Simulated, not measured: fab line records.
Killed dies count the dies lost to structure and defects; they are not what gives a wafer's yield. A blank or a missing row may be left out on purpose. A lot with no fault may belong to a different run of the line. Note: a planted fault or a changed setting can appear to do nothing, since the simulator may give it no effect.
Chamber matching    flow nand-harc    cmp-01 running NHARC_P_CONTACT_CMP_01: 4 sister chambers
The step polishes SiO2, target thk 200 nm. 27 wafers are shown with their chamber, then 12 later ones without.

WAFERS, EACH WITH ITS CHAMBER
wafer   chamber  motor-current-A (A)
L078.1  3        11.8
L078.2  0        11.7
L078.3  1        11.6
L080.1  1        11.7
L080.2  3        12.0
L080.6  1        12.1
L082.2  1        12.2
L082.3  3        11.7
L082.5  1        10.9
L083.2  3        12.3
L083.3  1        11.3
L083.4  2        12.6
L084.1  0        11.5
L084.2  3        12.4
L084.6  3        12.3
L087.2  1        12.5
L087.3  3        11.4
L087.5  3        12.0
L090.1  3        12.0
L090.5  0        11.9
L090.6  3        12.2
L090.2  1        11.4
L090.3  2        12.3
L090.4  0        11.1
L089.1  2        12.3
L089.2  0        12.0
L089.3  3        12.2

SIGNATURES (averages over the wafers above)
reading          chamber 0  chamber 1  chamber 2  chamber 3  scatter within a chamber
motor-current-A  11.640     11.713     12.400     12.027     0.386
Rule: a wafer's distance from a chamber is the root of the sum, over the readings, of the square of ((its reading less the chamber's mean) divided by the reading's scatter). If the next closest chamber is less than 2 further off than the closest, the wafer can't be placed; otherwise it belongs to the closest. The scatter: the root of (the sum of the squares of (reading less its chamber's mean) over the shown wafers, divided by (wafers less chambers)).

WAFERS WITHOUT THEIR CHAMBER
wafer   motor-current-A (A)
L089.4  11.0
L089.5  11.4
L089.6  12.9
L093.3  12.6
L093.5  11.9
L093.6  12.8
L095.1  11.4
L095.2  12.8
L095.5  11.6
L097.1  11.9
L097.2  12.8
L097.4  12.0

EACH ONE'S CHAMBER
wafer   from the rows above                in truth
L089.4  can't be placed: 0 or 1 or 3 or 2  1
L089.5  can't be placed: 0 or 1 or 3 or 2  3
L089.6  can't be placed: 2 or 3 or 1 or 0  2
L093.3  can't be placed: 2 or 3 or 1 or 0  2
L093.5  can't be placed: 3 or 1 or 0 or 2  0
L093.6  can't be placed: 2 or 3 or 1 or 0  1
L095.1  can't be placed: 0 or 1 or 3 or 2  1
L095.2  can't be placed: 2 or 3 or 1 or 0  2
L095.5  can't be placed: 0 or 1 or 3 or 2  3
L097.1  can't be placed: 3 or 1 or 0 or 2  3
L097.2  can't be placed: 2 or 3 or 1 or 0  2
L097.4  can't be placed: 3 or 1 or 0 or 2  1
Correctly placed: 0 of 12. These rows do not allow placing 12 (true chamber among the candidates in 12). Number placed wrongly: 0.
